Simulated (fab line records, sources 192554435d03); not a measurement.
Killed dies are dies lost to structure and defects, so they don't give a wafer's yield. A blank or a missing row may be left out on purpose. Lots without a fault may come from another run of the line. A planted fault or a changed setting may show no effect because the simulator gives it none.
Chamber matching | flow n5_finfet | N5_BEOL_M2_STRIP_66 on rie_diel-01: 4 sister chambers
The step strips in CF4. 18 wafers are shown with their chamber, then 9 later ones without.

WAFERS WITH THEIR CHAMBER
wafer  | chamber | drypump_motor_current_A (A) | showerhead_plenum_p_Torr (Torr) | oes_product_au (a.u.)
L076.2 | 3       | 4.9                         | 1.77                            | 0.68
L076.5 | 1       | 4.7                         | 1.85                            | 0.73
L076.6 | 3       | 4.9                         | 1.77                            | 0.68
L079.1 | 2       | 6.3                         | 1.75                            | 0.68
L079.4 | 3       | 4.8                         | 1.77                            | 0.68
L079.5 | 0       | 4.9                         | 1.78                            | 0.95
L084.2 | 0       | 4.9                         | 1.78                            | 0.91
L084.3 | 1       | 4.7                         | 1.84                            | 0.72
L084.6 | 0       | 4.9                         | 1.78                            | 0.91
L086.1 | 2       | 6.3                         | 1.75                            | 0.66
L086.2 | 0       | 4.9                         | 1.78                            | 0.89
L086.5 | 1       | 4.7                         | 1.84                            | 0.72
L089.2 | 0       | 4.9                         | 1.78                            | 0.89
L089.5 | 0       | 4.9                         | 1.78                            | 0.88
L089.6 | 1       | 4.7                         | 1.84                            | 0.71
L093.3 | 0       | 4.9                         | 1.77                            | 0.86
L093.5 | 1       | 4.7                         | 1.84                            | 0.70
L093.6 | 2       | 6.3                         | 1.74                            | 0.93

SIGNATURES (means of the wafers above)
reading                  | chamber 0 | chamber 1 | chamber 2 | chamber 3 | scatter within a chamber
drypump_motor_current_A  | 4.900     | 4.700     | 6.300     | 4.867     | 0.0218
showerhead_plenum_p_Torr | 1.7786    | 1.8420    | 1.7467    | 1.7700    | 0.00407
oes_product_au           | 0.8986    | 0.7160    | 0.7567    | 0.6800    | 0.0602
Rule: a wafer's distance from a chamber is the root of the sum, over the readings, of the square of ((its reading less the chamber's mean) divided by the reading's scatter). The wafer belongs to the nearest chamber; if the next one is less than 2 further off, it can't be placed. The scatter: the root of (the sum of the squares of (reading less its chamber's mean) over the shown wafers, divided by (wafers less chambers)).

WAFERS WITHOUT THEIR CHAMBER
wafer  | drypump_motor_current_A (A) | showerhead_plenum_p_Torr (Torr) | oes_product_au (a.u.)
L094.1 | 6.3                         | 1.74                            | 0.93
L094.3 | 4.9                         | 1.77                            | 0.87
L094.5 | 6.3                         | 1.74                            | 0.92
L096.3 | 4.9                         | 1.77                            | 0.86
L096.5 | 4.9                         | 1.77                            | 0.86
L096.6 | 4.7                         | 1.83                            | 0.70
L095.3 | 4.9                         | 1.77                            | 0.85
L095.4 | 6.3                         | 1.74                            | 0.91
L095.5 | 6.3                         | 1.74                            | 0.91

WHICH CHAMBER EACH WENT THROUGH
wafer  | from the rows above     | in truth
L094.1 | 2                       | 2
L094.3 | can't be placed: 0 or 3 | 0
L094.5 | 2                       | 2
L096.3 | can't be placed: 0 or 3 | 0
L096.5 | can't be placed: 0 or 3 | 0
L096.6 | 1                       | 1
L095.3 | can't be placed: 0 or 3 | 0
L095.4 | 2                       | 2
L095.5 | 2                       | 2
Placed correctly: 5 of 9. Can't be placed from these rows: 4 (the true chamber is among the candidates in 4). Placed wrongly: 0.
